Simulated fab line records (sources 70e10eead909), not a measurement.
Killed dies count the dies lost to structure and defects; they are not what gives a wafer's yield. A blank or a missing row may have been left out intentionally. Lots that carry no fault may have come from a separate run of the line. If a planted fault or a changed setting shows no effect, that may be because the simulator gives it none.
Tool commonality check || flow nand_harc || 15 lots, 54 wafers sampled

REASON IT WAS OPENED
At NHARC_P_M1_CD_MEAS_09 the reading cd_nm is flagged on 3 of 15 lots. Fault-free wafers read 130.2 nm, with a standard deviation of 0.67.
Rule: a lot gets a flag if all its wafers with a number sit over 4 standard deviations from that mean, or if no wafer of it has a number. The other lots count as sound.

{"lot": "L754", "measured": "day 6 05:31", "on": "cd_sem-01", "cd_nm (nm), wafer by wafer": "129.9 130.3 130.1", "flag": ""}
{"lot": "L755", "measured": "day 6 17:34", "on": "cd_sem-03", "cd_nm (nm), wafer by wafer": "129.5 129.8 129.5", "flag": ""}
{"lot": "L756", "measured": "day 7 03:13", "on": "cd_sem-03", "cd_nm (nm), wafer by wafer": "130.0 130.2 130.7", "flag": ""}
{"lot": "L757", "measured": "day 7 16:10", "on": "cd_sem-01", "cd_nm (nm), wafer by wafer": "130.6 130.7 129.7", "flag": ""}
{"lot": "L758", "measured": "day 7 20:09", "on": "cd_sem-03", "cd_nm (nm), wafer by wafer": "131.2 130.8 130.5", "flag": ""}
{"lot": "L759", "measured": "day 8 12:11", "on": "cd_sem-01", "cd_nm (nm), wafer by wafer": "129.9 129.4 129.6", "flag": ""}
{"lot": "L760", "measured": "day 8 13:13", "on": "cd_sem-01", "cd_nm (nm), wafer by wafer": "130.5 130.8 130.0", "flag": ""}
{"lot": "L761", "measured": "day 9 04:53", "on": "cd_sem-02", "cd_nm (nm), wafer by wafer": "129.8 129.4 129.9", "flag": ""}
{"lot": "L763", "measured": "day 9 21:30", "on": "cd_sem-03", "cd_nm (nm), wafer by wafer": "129.6 130.2 129.5", "flag": ""}
{"lot": "L764", "measured": "day 10 04:42", "on": "cd_sem-02", "cd_nm (nm), wafer by wafer": "129.7 130.2 129.3", "flag": ""}
{"lot": "L765", "measured": "day 10 22:29", "on": "cd_sem-03", "cd_nm (nm), wafer by wafer": "130.9 129.5 130.3", "flag": ""}
{"lot": "L772", "measured": "day 13 15:34", "on": "cd_sem-01", "cd_nm (nm), wafer by wafer": "147.6 147.7 146.8 147.3 147.8 147.1", "flag": "FLAGGED"}
{"lot": "L771", "measured": "day 13 22:29", "on": "cd_sem-02", "cd_nm (nm), wafer by wafer": "143.6 144.0 144.2 143.8 144.0 144.2", "flag": "FLAGGED"}
{"lot": "L774", "measured": "day 14 14:31", "on": "cd_sem-03", "cd_nm (nm), wafer by wafer": "142.5 141.9 143.2 142.9 142.0 142.9", "flag": "FLAGGED"}
{"lot": "L777", "measured": "day 15 17:05", "on": "cd_sem-03", "cd_nm (nm), wafer by wafer": "128.6 128.4 128.8", "flag": ""}
On average the flagged lots' numbers are 144.6 nm, which is +14.4 nm against the usual, or +22 standard deviations.

WHICH TOOL EACH LOT WENT THROUGH
The record holds 3 process steps before the reading, out of a route of 1302 steps. Cell contents, in order: the tool; ch with the chambers the sampled wafers went through; the start.
{"lot": "L754", "flag": "", "NHARC_P_M0_PRE_CLEAN_29": "pvd_sputter-01, day 6 04:16 or earlier", "NHARC_P_M0_DEP_32": "pecvd-02 ch 0,1, day 6 04:16", "NHARC_P_M1_EXPOSE_06": "arfi_scanner-02 ch 0, day 6 05:22"}
{"lot": "L755", "flag": "", "NHARC_P_M0_PRE_CLEAN_29": "pvd_sputter-02, day 6 16:23 or earlier", "NHARC_P_M0_DEP_32": "pecvd-02 ch 0,2, day 6 16:23", "NHARC_P_M1_EXPOSE_06": "arfi_scanner-03 ch 0, day 6 17:26"}
{"lot": "L756", "flag": "", "NHARC_P_M0_PRE_CLEAN_29": "pvd_sputter-01, day 7 02:05 or earlier", "NHARC_P_M0_DEP_32": "pecvd-04 ch 0,1,2, day 7 02:05", "NHARC_P_M1_EXPOSE_06": "arfi_scanner-03 ch 0, day 7 03:04"}
{"lot": "L757", "flag": "", "NHARC_P_M0_PRE_CLEAN_29": "pvd_sputter-02, day 7 14:59 or earlier", "NHARC_P_M0_DEP_32": "pecvd-02 ch 1,2, day 7 14:59", "NHARC_P_M1_EXPOSE_06": "arfi_scanner-02 ch 0, day 7 16:01"}
{"lot": "L758", "flag": "", "NHARC_P_M0_PRE_CLEAN_29": "pvd_sputter-03, day 7 19:01 or earlier", "NHARC_P_M0_DEP_32": "pecvd-02 ch 0,2, day 7 19:01", "NHARC_P_M1_EXPOSE_06": "arfi_scanner-02 ch 0, day 7 20:01"}
{"lot": "L759", "flag": "", "NHARC_P_M0_PRE_CLEAN_29": "pvd_sputter-01, day 8 11:02 or earlier", "NHARC_P_M0_DEP_32": "pecvd-02 ch 0,1, day 8 11:02", "NHARC_P_M1_EXPOSE_06": "arfi_scanner-01 ch 0, day 8 12:03"}
{"lot": "L760", "flag": "", "NHARC_P_M0_PRE_CLEAN_29": "pvd_sputter-01, day 8 12:07 or earlier", "NHARC_P_M0_DEP_32": "pecvd-02 ch 1,2, day 8 12:07", "NHARC_P_M1_EXPOSE_06": "arfi_scanner-01 ch 0, day 8 13:04"}
{"lot": "L761", "flag": "", "NHARC_P_M0_PRE_CLEAN_29": "pvd_sputter-02, day 9 03:47 or earlier", "NHARC_P_M0_DEP_32": "pecvd-04 ch 0,1, day 9 03:47", "NHARC_P_M1_EXPOSE_06": "arfi_scanner-01 ch 0, day 9 04:45"}
{"lot": "L763", "flag": "", "NHARC_P_M0_PRE_CLEAN_29": "pvd_sputter-01, day 9 20:16 or earlier", "NHARC_P_M0_DEP_32": "pecvd-01 ch 0,2, day 9 20:16", "NHARC_P_M1_EXPOSE_06": "arfi_scanner-02 ch 0, day 9 21:22"}
{"lot": "L764", "flag": "", "NHARC_P_M0_PRE_CLEAN_29": "pvd_sputter-02, day 10 03:35 or earlier", "NHARC_P_M0_DEP_32": "pecvd-02 ch 0,1,2, day 10 03:35", "NHARC_P_M1_EXPOSE_06": "arfi_scanner-02 ch 0, day 10 04:34"}
{"lot": "L765", "flag": "", "NHARC_P_M0_PRE_CLEAN_29": "pvd_sputter-03, day 10 21:17 or earlier", "NHARC_P_M0_DEP_32": "pecvd-04 ch 0,1, day 10 21:17", "NHARC_P_M1_EXPOSE_06": "arfi_scanner-01 ch 0, day 10 22:21"}
{"lot": "L772", "flag": "FLAGGED", "NHARC_P_M0_PRE_CLEAN_29": "pvd_sputter-03, day 13 14:32 or earlier", "NHARC_P_M0_DEP_32": "pecvd-01 ch 1,2, day 13 14:32", "NHARC_P_M1_EXPOSE_06": "arfi_scanner-01 ch 0, day 13 15:26"}
{"lot": "L771", "flag": "FLAGGED", "NHARC_P_M0_PRE_CLEAN_29": "pvd_sputter-01, day 13 21:24 or earlier", "NHARC_P_M0_DEP_32": "pecvd-02 ch 0,1, day 13 21:24", "NHARC_P_M1_EXPOSE_06": "arfi_scanner-01 ch 0, day 13 22:21"}
{"lot": "L774", "flag": "FLAGGED", "NHARC_P_M0_PRE_CLEAN_29": "pvd_sputter-02, day 14 13:15 or earlier", "NHARC_P_M0_DEP_32": "pecvd-02 ch 0,1, day 14 13:15", "NHARC_P_M1_EXPOSE_06": "arfi_scanner-01 ch 0, day 14 14:23"}
{"lot": "L777", "flag": "", "NHARC_P_M0_PRE_CLEAN_29": "pvd_sputter-02, day 15 15:44 or earlier", "NHARC_P_M0_DEP_32": "pecvd-02 ch 0,1,2, day 15 15:44", "NHARC_P_M1_EXPOSE_06": "arfi_scanner-02 ch 0, day 15 16:58"}
What the steps here do:
- NHARC_P_M0_PRE_CLEAN_29: time 30 s.
- NHARC_P_M0_DEP_32: deposits SiCN, target thk 30 nm.
- NHARC_P_M1_EXPOSE_06: exposes mask P M1, target cd 130 nm.
- NHARC_P_M1_CD_MEAS_09: target cd 130 nm.

FLAGGED AGAINST TOTAL, ONE TOOL AT A TIME (gauges that did the reading follow at the end)
{"step": "NHARC_P_M0_PRE_CLEAN_29", "tool": "pvd_sputter-01", "lots run": 6, "flagged": 1, "share of the flagged lots": "some", "sound lots run after its first flagged lot": 0}
{"step": "NHARC_P_M0_PRE_CLEAN_29", "tool": "pvd_sputter-02", "lots run": 6, "flagged": 1, "share of the flagged lots": "some", "sound lots run after its first flagged lot": "1 (L777)"}
{"step": "NHARC_P_M0_PRE_CLEAN_29", "tool": "pvd_sputter-03", "lots run": 3, "flagged": 1, "share of the flagged lots": "some", "sound lots run after its first flagged lot": 0}
{"step": "NHARC_P_M0_DEP_32", "tool": "pecvd-01", "lots run": 2, "flagged": 1, "share of the flagged lots": "some", "sound lots run after its first flagged lot": 0}
{"step": "NHARC_P_M0_DEP_32", "tool": "pecvd-02", "lots run": 10, "flagged": 2, "share of the flagged lots": "some", "sound lots run after its first flagged lot": "1 (L777)"}
{"step": "NHARC_P_M0_DEP_32", "tool": "pecvd-04", "lots run": 3, "flagged": 0, "share of the flagged lots": "none", "sound lots run after its first flagged lot": "-"}
{"step": "NHARC_P_M1_EXPOSE_06", "tool": "arfi_scanner-01", "lots run": 7, "flagged": 3, "share of the flagged lots": "all", "sound lots run after its first flagged lot": 0}
{"step": "NHARC_P_M1_EXPOSE_06", "tool": "arfi_scanner-02", "lots run": 6, "flagged": 0, "share of the flagged lots": "none", "sound lots run after its first flagged lot": "-"}
{"step": "NHARC_P_M1_EXPOSE_06", "tool": "arfi_scanner-03", "lots run": 2, "flagged": 0, "share of the flagged lots": "none", "sound lots run after its first flagged lot": "-"}
{"step": "NHARC_P_M1_CD_MEAS_09", "tool": "cd_sem-01", "lots run": 5, "flagged": 1, "share of the flagged lots": "some", "sound lots run after its first flagged lot": 0}
{"step": "NHARC_P_M1_CD_MEAS_09", "tool": "cd_sem-02", "lots run": 3, "flagged": 1, "share of the flagged lots": "some", "sound lots run after its first flagged lot": 0}
{"step": "NHARC_P_M1_CD_MEAS_09", "tool": "cd_sem-03", "lots run": 7, "flagged": 1, "share of the flagged lots": "some", "sound lots run after its first flagged lot": "1 (L777)"}
With no start given for some of its lots, NHARC_P_M0_PRE_CLEAN_29 uses the hours and lot order of NHARC_P_M0_DEP_32.

WHAT THE TABLE ALLOWS
In the table, 1 row covers all flagged lots: arfi_scanner-01 at NHARC_P_M1_EXPOSE_06.
- arfi_scanner-01 at NHARC_P_M1_EXPOSE_06 ran 7 lots, 3 of them flagged. Last sound lot L765 at day 10 22:21, first flagged lot L772 at day 13 15:26; a fault beginning in between fits. Its own readings (exposure_dose_mJ_cm2) fall more than 4 standard deviations out on all wafers of the flagged lots.
One tool is left: arfi_scanner-01 at NHARC_P_M1_EXPOSE_06.

WHAT THE SIMULATOR HAD PUT IN
Drift in process parameters on arfi_scanner-01 at NHARC_P_M1_EXPOSE_06, starting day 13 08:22. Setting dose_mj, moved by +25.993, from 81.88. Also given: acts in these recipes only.
Shown lots that were struck: L772, L771, L774. The rule above found the same.
